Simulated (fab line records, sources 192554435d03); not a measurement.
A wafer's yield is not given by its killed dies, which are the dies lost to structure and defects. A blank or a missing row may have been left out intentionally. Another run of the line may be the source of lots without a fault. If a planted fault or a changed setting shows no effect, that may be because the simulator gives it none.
fab line records | flow n5-finfet
record: lots: 6 wafers: 16 last-day: 16
route steps=1938 shown BEOL_M3@936 BEOL_M4@1111 PASSIVATION@1936
lots that met no fault: from a run of the same line without faults
start-h: hours from the record's first day to the start of the lot's first wafer shown | wait-h: hours from the lot's prior step to this one | " unchanged from the row above | L1.1+2: a row that stands for several wafers | - either no value or no given start | * or withheld: withheld | < > ~ a bound
route shown NAME@n: NAME is a module with steps in the file, n the number in the route of the first one | usual: mean and standard deviation over wafers with no fault | same: alike in all rows | chamber/n: place in a boat | sites: per-site readings | _std_site: the values' standard deviation | _edge_site: mean of outer sites minus mean of inner sites | radius-mm: for every site, how far away it sits from the centre of the wafer | mask NAME#n: copy n | behind: tool/chamber where the wafer was last shaped | hold: reason for holding the lot/hours on hold/outcome of the hold | device: the n, p or np transistor that did not switch | end of line: at the end of the route, the tests of the same wafers | a step with no rows: only its recipe | killed: the dies lost at the first sort to structure and to defects; this is not the yield of the wafer | map: per-die view of a wafer (x killed, . not killed, _ where there is no die)
set.NAME: the setting as run; set.NAME@STEP: as run at that earlier step | model.NAME: the simulator's own value behind a step, which no gauge read
certain route steps with their lots: each step a table, each wafer a row
services: from which hour (start-h, from the record's first day; less than 0 if before it) a tool's chamber was out of use, for how many hours, and why
== steps ==
step: N5_BEOL_M3_COAT_62
recipe: resist: SiARC temp-c: 220 time-s: 60 spin-rpm: 1500 resist-thk-nm: 12
step: N5_BEOL_M3_COAT_73
recipe: resist: underlayer temp-c: 205 time-s: 60 spin-rpm: 1500 resist-thk-nm: 5
step: N5_BEOL_M3_COAT_05
recipe: resist: CAR-EUV spin-rpm: 1500 resist-thk-nm: 30
step: N5_BEOL_M3_EBR_07
recipe: solvent: PGMEA ebr-width-mm: 1.5
step: N5_BEOL_M3_SOFTBAKE_06
recipe: temp-c: 110 time-s: 60 resist: CAR-EUV
step: N5_BEOL_M3_EXPOSE_08
recipe: mask-id: M3 na: 0.33 source-shape: dipole sigma-inner: 0.369 sigma-outer: 0.767 polarization: unpolarized dose-mj: 33
step: N5_BEOL_M3_PEB_09
recipe: peb-temp-c: 100 peb-time-s: 60 resist: CAR-EUV
step: N5_BEOL_M3_DEVELOP_10
recipe: develop-time-s: 30 developer: TMAH resist: CAR-EUV rinse-liquid: surfactant-rinse dry: air-spin dev-temp-c: 23
step: N5_BEOL_M3_CD_MEAS_11
recipe: target-cd-nm: 17.05 landing-energy-ev: 500 detector: se-inlens polarity: opening
usual: cd-nm: 17.02/0.27
columns lot.wafer tool chamber start-h wait-h cd-nm
L929.3 cd-sem-03 0 169.62 - 17.13
L929.4 " 0 " " 17.07
L929.6 " 0 " " 16.70
L930.3 cd-sem-01 0 175.81 - 17.50
L930.4 " 0 " " 17.25
L930.6 " 0 " " 17.18
L936.2 cd-sem-01 0 197.51 - 17.54
L936.6 " 0 " " 17.13
L939.2 cd-sem-01 0 222.79 - 16.84
L939.6 " 0 " " 16.89
L941.2 cd-sem-01 0 239.68 - 17.22
L941.4 " 0 " " 16.56
L941.5 " 0 " " 17.45
L943.1 cd-sem-01 0 240.87 - 17.00
L943.3 " 0 " " 16.90
L943.5 " 0 " " 16.62
step: N5_BEOL_M3_OVL_MEAS_12
recipe: points-per-wafer: 522
usual: M3_OVL: -0.2/0.69
columns lot.wafer tool chamber start-h wait-h M3_OVL[nm]
L929.3 overlay-01 0 169.66 0.0 0.0
L929.4 " 0 " " -0.2
L929.6 " 0 " " -0.2
L930.3 overlay-01 0 175.85 0.0 -0.1
L930.4 " 0 " " -0.3
L930.6 " 0 " " 0.1
L936.2 overlay-02 0 197.54 0.0 0.1
L936.6 " 0 " " 0.0
L939.2 overlay-02 0 222.83 0.0 0.4
L939.6 " 0 " " -0.2
L941.2 overlay-01 0 239.72 0.0 -0.8
L941.4 " 0 " " -0.2
L941.5 " 0 " " -0.5
L943.1 overlay-02 0 240.90 0.0 -0.2
L943.3 " 0 " " -0.2
L943.5 " 0 " " -0.7
step: N5_BEOL_M3_INSPECT_13
recipe: mode: adi inspect-instrument: brightfield
usual: raw-defect-count: 357/70
columns lot.wafer tool chamber start-h wait-h raw-defect-count
L929.3 defect-inspect-02 - 169.71 0.0 314
L929.4 " - " " 373
L929.6 " - " " 315
L930.3 defect-inspect-01 - 175.90 0.0 538
L930.4 " - " " 403
L930.6 " - " " 432
L936.2 defect-inspect-02 - 197.59 0.0 364
L936.6 " - " " 318
L939.2 defect-inspect-01 - 222.88 0.0 391
L939.6 " - " " 414
L941.2 defect-inspect-02 - 239.77 0.0 320
L941.4 " - " " 343
L941.5 " - " " 418
L943.1 defect-inspect-02 - 240.97 0.1 283
L943.3 " - " " 297
L943.5 " - " " 374
step: N5_BEOL_M3_DESCUM_16
recipe: chemistry: O2 time-s: 7 source-power-w: 50 bias-power-w: 20 pressure-mtorr: 20 rf-frequency-hz: 2.712e+07 temp-c: 40 resist: CAR-EUV o2-flow-sccm: 225
usual: drypump-motor-current-A: 5.8/0.41 o2-flow-sccm: 225.1/0.76 oes-product-au: 0.76/0.075 rf-vpp-V: 243.3/1.3 showerhead-plenum-p-Torr: 2.10/0.061 throttle-valve-pct: 20.52/0.26
columns lot.wafer tool chamber start-h wait-h drypump-motor-current-A o2-flow-sccm oes-product-au rf-hours-counter-h rf-vpp-V showerhead-plenum-p-Torr throttle-valve-pct
L929.3 rie-diel-04 2 169.74 0.0 6.4 224.6 0.69 230 244.1 2.14 20.70
L929.4 " 3 " " 5.3 224.2 0.74 184 244.8 2.17 20.73
L929.6 " 2 " " 6.4 224.3 0.68 - 244.3 2.14 20.69
L930.3 rie-diel-06 0 175.96 0.1 5.4 224.8 0.70 188 241.6 2.08 20.84
L930.4 " 1 " " 5.3 224.8 0.77 138 242.6 2.11 20.57
L930.6 " 0 " " 5.4 226.1 0.70 - 242.6 2.08 20.84
L936.2 rie-diel-06 1 197.63 0.0 5.3 226.5 0.75 145 244.1 2.11 20.58
L936.6 " 2 " " 5.5 223.3 0.80 - 241.4 2.03 20.35
L939.2 rie-diel-06 2 222.91 0.0 5.5 225.5 0.80 92 242.5 2.03 20.36
L939.6 " 2 " " 5.5 224.5 0.79 - 241.7 2.03 20.38
L941.2 rie-diel-04 0 239.80 0.0 6.1 223.9 0.83 84 243.6 2.12 20.04
L941.4 " 1 " " 6.3 224.9 0.73 - 243.7 2.17 20.35
L941.5 " 0 " " 6.1 224.9 0.83 - 243.7 2.12 20.04
L943.1 rie-diel-04 0 241.00 0.0 6.1 226.4 0.83 85 243.4 2.12 20.04
L943.3 " 1 " " 6.3 225.2 0.73 163 243.9 2.17 20.36
L943.5 " 0 " " 6.1 225.9 0.83 - 243.4 2.12 20.03
step: N5_BEOL_M3_ETCH_74
recipe: chemistry: N2/H2 target: underlayer target-depth-a: 65 mask-material: CAR-EUV time-s: 5.2 ion-energy-ev: 200 pressure-mtorr: 30 source-w: 840 bias-w: 150 n2-flow-sccm: 200 h2-flow-sccm: 200 ends: cleared
usual: bias-w: 150.0/0.49 drypump-motor-current-A: 5.8/0.41 etch-rf-on-time-s: 5.31/0.16 oes-product-au: 0.64/0.065 rf-vpp-V: 524.3/2.4 showerhead-plenum-p-Torr: 2.56/0.075 throttle-valve-pct: 17.94/0.27
columns lot.wafer tool chamber start-h wait-h bias-w drypump-motor-current-A etch-rf-on-time-s oes-product-au rf-hours-counter-h rf-vpp-V showerhead-plenum-p-Torr throttle-valve-pct
L929.3 rie-diel-04 2 169.78 0.0 149.5 6.4 5.20 0.58 230 527.4 2.63 18.25
L929.4 " 3 " " 149.4 5.3 5.35 0.62 184 527.4 2.64 18.20
L929.6 " 2 " " 149.8 6.4 5.15 0.58 - 524.5 2.63 18.25
L930.3 rie-diel-06 0 175.99 0.0 149.3 5.4 5.09 0.62 188 523.8 2.51 18.17
L930.4 " 1 " " 150.3 5.3 5.43 0.64 138 523.7 2.55 17.98
L930.6 " 0 " " 149.6 5.4 5.07 0.62 - 523.0 2.52 18.19
L936.2 rie-diel-06 1 197.66 0.0 149.9 5.3 4.14 0.73 145 522.7 2.55 18.01
L936.6 " 2 " " 149.7 5.5 5.04 0.70 - 520.3 2.47 17.77
L939.2 rie-diel-06 2 222.95 0.0 150.3 5.5 3.84 0.81 92 520.5 2.46 17.80
L939.6 " 2 " " 150.2 5.5 5.08 0.69 - 520.4 2.46 17.80
L941.2 rie-diel-04 0 239.84 0.0 150.2 6.1 5.45 0.70 84 523.7 2.58 17.52
L941.4 " 1 " " 150.5 6.3 5.48 0.62 - 524.2 2.63 17.74
L941.5 " 0 " " 150.1 6.1 5.44 0.69 - 525.3 2.58 17.54
L943.1 rie-diel-04 0 241.04 0.0 150.7 6.1 5.34 0.70 85 523.2 2.58 17.51
L943.3 " 1 " " 150.0 6.3 5.42 0.62 163 527.8 2.63 17.73
L943.5 " 0 " " 150.7 6.1 5.32 0.71 - 526.1 2.58 17.54
step: N5_BEOL_M3_ETCH_63
recipe: chemistry: CF4 target: SiARC target-depth-a: 156 mask-material: CAR-EUV time-s: 26 ion-energy-ev: 80 pressure-mtorr: 40 source-w: 545 bias-w: 36 Ar_flow_sccm: 100 cf4-flow-sccm: 100 ends: cleared
usual: bias-w: 35.98/0.12 drypump-motor-current-A: 5.8/0.41 etch-rf-on-time-s: 26.4/0.77 oes-product-au: 0.64/0.063 rf-vpp-V: 184.3/1 showerhead-plenum-p-Torr: 2.15/0.059 throttle-valve-pct: 15.71/0.28
columns lot.wafer tool chamber start-h wait-h bias-w drypump-motor-current-A etch-rf-on-time-s oes-product-au rf-hours-counter-h rf-vpp-V showerhead-plenum-p-Torr throttle-valve-pct
L929.3 rie-diel-04 2 169.79 0.0 36.19 6.5 25.3 0.59 230 186.3 2.19 15.91
L929.4 " 3 " " 35.92 5.3 26.4 0.63 184 185.5 2.21 15.91
L929.6 " 2 " " 36.13 6.4 25.8 0.58 - 185.1 2.19 15.90
L930.3 rie-diel-06 0 176.01 0.0 35.90 5.4 26.1 0.61 188 183.2 2.13 16.06
L930.4 " 1 " " 35.98 5.3 27.2 0.64 138 184.1 2.15 15.62
L930.6 " 0 " " 36.00 5.4 25.7 0.61 - 183.6 2.13 16.08
L936.2 rie-diel-06 1 197.68 0.0 36.05 5.3 27.1 0.63 145 184.6 2.15 15.64
L936.6 " 2 " " 36.05 5.5 25.1 0.70 - 182.9 2.08 15.54
L939.2 rie-diel-06 2 222.97 0.0 35.72 5.5 25.0 0.70 92 184.0 2.07 15.55
L939.6 " 2 " " 35.82 5.5 25.0 0.70 - 183.1 2.07 15.55
L941.2 rie-diel-04 0 239.85 0.0 35.94 6.1 26.6 0.71 84 185.2 2.16 15.22
L941.4 " 1 " " 36.06 6.3 26.8 0.62 - 187.1 2.23 15.65
L941.5 " 0 " " 36.01 6.1 26.8 0.71 - 185.1 2.17 15.22
L943.1 rie-diel-04 0 241.05 0.0 35.90 6.1 26.8 0.70 85 184.6 2.16 15.22
L943.3 " 1 " " 35.97 6.3 26.8 0.62 163 184.9 2.23 15.66
L943.5 " 0 " " 36.11 6.1 26.5 0.71 - 185.3 2.16 15.23
step: N5_BEOL_M4_RC_MEAS_101
usual: DIBL_N: 36.3/1.8 DIBL_P: 36.5/2.1 IOFF_N: 0.16/0.031 IOFF_P: 0.22/0.038 ION_N: 677/12 ION_P: 466/7.8 SS_N: 71.5/0.61 SS_P: 73.2/0.7 VT_N: 249/3 VT_P: -248.9/3
columns lot.wafer tool chamber start-h wait-h DIBL_N[mV/V] DIBL_P[mV/V] IOFF_N[nA/um] IOFF_P[nA/um] ION_N[uA/um] ION_P[uA/um] SS_N[mV/dec] SS_P[mV/dec] VT_N[mV] VT_P[mV]
L929.3 prober-02 0 200.55 0.3 36.8 36.6 0.17 0.21 687 467 72.1 72.2 249 -249.6
L929.4 " 0 " " 37.7 38.0 0.19 0.23 686 461 72.6 72.2 247 -247.9
L929.6 " 0 " " 35.1 34.8 0.15 0.18 679 466 71.0 72.4 248 -252.8
L930.3 prober-02 0 201.48 1.1 38.6 39.4 0.19 0.24 676 460 72.7 73.6 246 -248.4
L930.4 " 0 " " 34.9 34.6 0.12 0.17 667 461 72.1 72.9 255 -252.3
L930.6 " 0 " " 39.2 39.7 0.21 0.24 674 455 72.3 74.1 249 -247.5
L936.2 prober-02 0 234.46 0.2 36.0 36.6 0.17 0.23 678 470 71.8 74.2 247 -246.4
L936.6 " 0 " " 35.6 37.2 0.17 0.24 668 467 72.1 73.2 248 -243.2
L939.2 prober-01 0 249.14 0.2 36.5 35.9 0.14 0.22 678 470 71.6 73.2 250 -247.4
L939.6 " 0 " " 36.4 37.0 0.15 0.24 677 468 71.5 73.6 251 -248.7
L943.1 prober-01 0 267.18 0.0 37.1 36.5 0.16 0.24 671 467 70.6 73.2 250 -246.0
L943.3 " 0 " " 37.5 36.2 0.16 0.23 686 464 71.1 73.2 247 -248.2
L943.5 " 0 " " 35.2 33.4 0.12 0.18 653 451 70.8 71.9 255 -251.4
L941.2 prober-02 0 267.20 0.2 36.9 37.5 0.16 0.25 679 472 72.3 73.5 252 -248.5
L941.4 " 0 " " 39.2 40.4 0.21 0.31 677 475 71.9 74.6 248 -245.5
L941.5 " 0 " " 35.7 36.7 0.16 0.25 690 483 70.9 72.9 250 -245.8
step: N5_PASSIVATION_PROBE_49
usual: defect-limited-yield: 91.2/1.5 killed_at_M0_to_M3: 33/9.6 killed_at_M4_up: 14/5.6 killed-at-contacts: 14/5.5 killed-at-front-end: 40/13 killed-at-other: 4/3 killed-dies: 104/17 killed-open: 68/13 killed-short: 33/7.2 sort_bin_5_function: 5.2/0.95 sort_bin_6_memory: 3.3/0.62 sort-n-pass: 1076/17 sort-yield-pct: 91.2/1.5
same: gross-dies: 1180 killed-at-back-side: 0 sort_bin_4_leakage[%]: 0 sort_bin_8_speed[%]: 0
columns lot.wafer tool chamber start-h wait-h defect-limited-yield[%] killed_at_M0_to_M3 killed_at_M4_up killed-at-contacts killed-at-front-end killed-at-other killed-dies killed-open killed-short sort_bin_5_function[%] sort_bin_6_memory[%] sort-n-pass sort-yield-pct[%]
L929.3 prober-02 - 312.54 0.1 91.9 19 28 22 25 1 95 62 30 4.5 3.3 1085 91.9
L929.4 prober-02 - 312.59 0.2 91.9 37 8 15 34 2 96 57 37 4.7 3.0 1084 91.9
L929.6 prober-02 - 312.69 0.3 91.2 36 24 12 31 1 104 71 31 5.1 3.6 1076 91.2
L930.3 prober-02 - 315.73 0.1 92.3 32 6 8 41 4 91 69 22 4.2 3.4 1089 92.3
L930.4 prober-02 - 315.78 0.2 91.1 47 12 16 26 4 105 67 38 5.3 3.6 1075 91.1
L930.6 prober-02 - 315.88 0.3 90.2 39 10 15 48 4 116 65 50 5.2 3.9 1064 90.2
L939.2 prober-02 - 346.90 0.1 92.1 27 10 13 40 3 93 58 35 4.7 2.8 1087 92.1
L939.6 prober-02 - 347.10 0.3 92.7 12 11 13 49 1 86 58 28 4.5 2.6 1094 92.7
L936.2 prober-02 - 347.20 0.3 90.6 15 17 28 46 5 111 75 35 5.5 3.8 1069 90.6
L936.6 prober-02 - 347.40 0.5 90.8 33 13 19 40 4 109 73 33 5.6 3.0 1071 90.8
L943.1 prober-02 - 366.81 0.0 92.5 18 15 5 40 10 88 52 30 4.5 2.6 1092 92.5
L943.3 prober-02 - 366.91 0.1 90.9 30 31 7 39 0 107 70 34 5.7 3.0 1073 90.9
L943.5 prober-02 - 367.01 0.2 90.2 45 13 12 46 0 116 70 42 6.1 3.5 1064 90.2
L941.2 prober-02 - 386.46 0.1 90.6 29 13 4 62 3 111 77 31 5.6 3.4 1069 90.6
L941.4 prober-02 - 386.56 0.2 90.2 38 16 7 49 6 116 75 38 5.8 3.7 1064 90.2
L941.5 prober-02 - 386.61 0.2 93.1 24 15 10 26 6 81 48 30 4.1 2.2 1099 93.1
killed by level:class
L929.3 MOL_CONTACT_COAG:geometric-particle:open=18 BEOL_M4:geometric-particle:open=14 FIN_SAQP:geometric-particle:open=5 FIN_SAQP:geometric-particle:short=5 STI_FIN_REVEAL:geometric-particle:open=4 MOL_CONTACT_COAG:geometric-particle:short=4 BEOL_M4:geometric-particle:short=4 BEOL_M2:geometric-particle:open=4
L929.4 FIN_SAQP:geometric-particle:open=10 MOL_CONTACT_COAG:geometric-particle:open=8 STI_FIN_REVEAL:geometric-particle:open=7 BEOL_M3:geometric-particle:open=7 MOL_CONTACT_COAG:geometric-particle:short=6 BEOL_M0_SAQP:geometric-particle:short=5 BEOL_M1:geometric-particle:open=5 BEOL_M1:geometric-particle:short=4
L929.6 BEOL_M4:geometric-particle:open=15 MOL_CONTACT_COAG:geometric-particle:open=9 GATE_CUT:geometric-particle:short=7 BEOL_M0:geometric-particle:open=7 BEOL_M2:geometric-particle:open=7 FIN_SAQP:geometric-particle:open=5 FIN_SAQP:geometric-particle:short=5 DUMMY_GATE:geometric-particle:open=5
L930.3 FIN_SAQP:geometric-particle:open=11 DUMMY_GATE:geometric-particle:open=11 BEOL_M2:geometric-particle:open=9 MOL_CONTACT_COAG:geometric-particle:open=8 BEOL_M0_SAQP:geometric-particle:open=6 BEOL_M0_SAQP:geometric-particle:short=6 FIN_SAQP:geometric-particle:short=5 STI_FIN_REVEAL:geometric-particle:open=5
L930.4 MOL_CONTACT_COAG:geometric-particle:open=11 BEOL_M3:geometric-particle:open=11 FIN_SAQP:geometric-particle:short=8 BEOL_M0_SAQP:geometric-particle:open=8 BEOL_M0_SAQP:geometric-particle:short=7 BEOL_M0:geometric-particle:open=7 BEOL_M2:geometric-particle:open=6 MOL_CONTACT_COAG:geometric-particle:short=5
L930.6 FIN_SAQP:geometric-particle:short=13 FIN_SAQP:geometric-particle:open=11 MOL_CONTACT_COAG:geometric-particle:open=11 BEOL_M0_SAQP:geometric-particle:short=8 STARTING-WAFER:geometric-particle:short=7 BEOL_M2:geometric-particle:open=6 BEOL_M2:geometric-particle:short=5 BEOL_M3:geometric-particle:open=5
L939.2 MOL_CONTACT_COAG:geometric-particle:open=10 DUMMY_GATE:geometric-particle:open=9 GATE_CUT:geometric-particle:short=8 BEOL_M2:geometric-particle:open=8 STI_FIN_REVEAL:geometric-particle:open=6 BEOL_M0_SAQP:geometric-particle:open=5 FIN_SAQP:geometric-particle:open=4 BEOL_M0_SAQP:geometric-particle:short=4
L939.6 FIN_SAQP:geometric-particle:open=11 MOL_CONTACT_COAG:geometric-particle:open=10 FIN_SAQP:geometric-particle:short=8 GATE_CUT:geometric-particle:short=8 STARTING-WAFER:geometric-particle:open=6 STI_FIN_REVEAL:geometric-particle:open=5 DUMMY_GATE:geometric-particle:open=5 BEOL_M2:geometric-particle:open=4
L936.2 MOL_CONTACT_COAG:geometric-particle:open=20 FIN_SAQP:geometric-particle:open=17 FIN_SAQP:geometric-particle:short=12 STI_FIN_REVEAL:geometric-particle:open=7 MOL_CONTACT_COAG:geometric-particle:short=7 BEOL_M3:geometric-particle:open=6 BEOL_M4:geometric-particle:open=6 BEOL_M4:geometric-particle:short=3
L936.6 MOL_CONTACT_COAG:geometric-particle:open=14 BEOL_M0_SAQP:geometric-particle:open=9 FIN_SAQP:geometric-particle:short=7 FIN_SAQP:geometric-particle:open=6 BEOL_M1:geometric-particle:open=6 ILD0:geometric-particle:open=5 MOL_CONTACT_COAG:geometric-particle:short=5 BEOL_M3:geometric-particle:open=5
L943.1 BEOL_M4:geometric-particle:open=8 FIN_SAQP:geometric-particle:short=6 GATE_CUT:geometric-particle:open=6 BEOL_M1:geometric-particle:open=5 MIM_TOP_ETCH:geometric-particle:open=5 FIN_SAQP:geometric-particle:open=4 STI_FIN_REVEAL:geometric-particle:open=4 DUMMY_GATE:geometric-particle:open=4
L943.3 BEOL_M4:geometric-particle:open=13 FIN_SAQP:geometric-particle:open=7 DUMMY_GATE:geometric-particle:open=7 FIN_SAQP:geometric-particle:short=6 GATE_CUT:geometric-particle:short=6 MOL_CONTACT_COAG:geometric-particle:open=5 BEOL_M3:geometric-particle:open=5 BEOL_M0_SAQP:geometric-particle:open=5
L943.5 BEOL_M0_SAQP:geometric-particle:short=14 BEOL_M3:geometric-particle:open=11 MOL_CONTACT_COAG:geometric-particle:open=9 BEOL_M0_SAQP:geometric-particle:open=9 GATE_CUT:geometric-particle:open=7 DUMMY_GATE:geometric-particle:open=6 FIN_SAQP:geometric-particle:open=5 STI_FIN_REVEAL:geometric-particle:open=5
L941.2 STI_FIN_REVEAL:geometric-particle:open=19 BEOL_M2:geometric-particle:open=13 FIN_SAQP:geometric-particle:open=9 GATE_CUT:geometric-particle:short=8 FIN_SAQP:geometric-particle:short=6 BEOL_M4:geometric-particle:open=5 DUMMY_GATE:geometric-particle:open=4 GATE_CUT:geometric-particle:open=4
L941.4 FIN_SAQP:geometric-particle:open=14 BEOL_M3:geometric-particle:open=10 BEOL_M4:geometric-particle:open=9 STI_FIN_REVEAL:geometric-particle:open=7 MOL_CONTACT_COAG:geometric-particle:open=7 BEOL_M0_SAQP:geometric-particle:short=7 BEOL_M2:geometric-particle:open=7 GATE_CUT:geometric-particle:short=5
L941.5 MOL_CONTACT_COAG:geometric-particle:open=8 GATE_CUT:geometric-particle:short=7 BEOL_M3:geometric-particle:open=6 BEOL_M4:geometric-particle:open=6 FIN_SAQP:geometric-particle:short=5 BEOL_M0_SAQP:geometric-particle:open=5 STARTING-WAFER:geometric-particle:open=4 STI_FIN_REVEAL:geometric-particle:open=3
== services ==
columns tool chamber start-h hours kind
rie-diel-06 0 211.47 8.5 repair
rie-diel-04 2 234.06 - clean
rie-diel-04 2 234.06 - consumable-replace:focus-ring
rie-diel-04 2 234.06 14.5 scheduled-down
rie-diel-04 2 234.06 14.5 vent-cycle
== key ==
first-sign: step: N5_BEOL_M3_ETCH_74 reading: etch-rf-on-time-s direction: down sigmas: 8.1 usual: * struck: *
effect none on later readings
met-at N5_BEOL_M3_ETCH_74
struck-wafers L936.2,L939.2
onset-between 175.99 197.66
fault: kind: process-parameter-drift tool: rie-diel-06 chamber: - onset-h: 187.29 steps: N5_BEOL_M3_ETCH_74 channel: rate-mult offset: 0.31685 shape: step end-h: 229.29 scope: struck-wafers-only
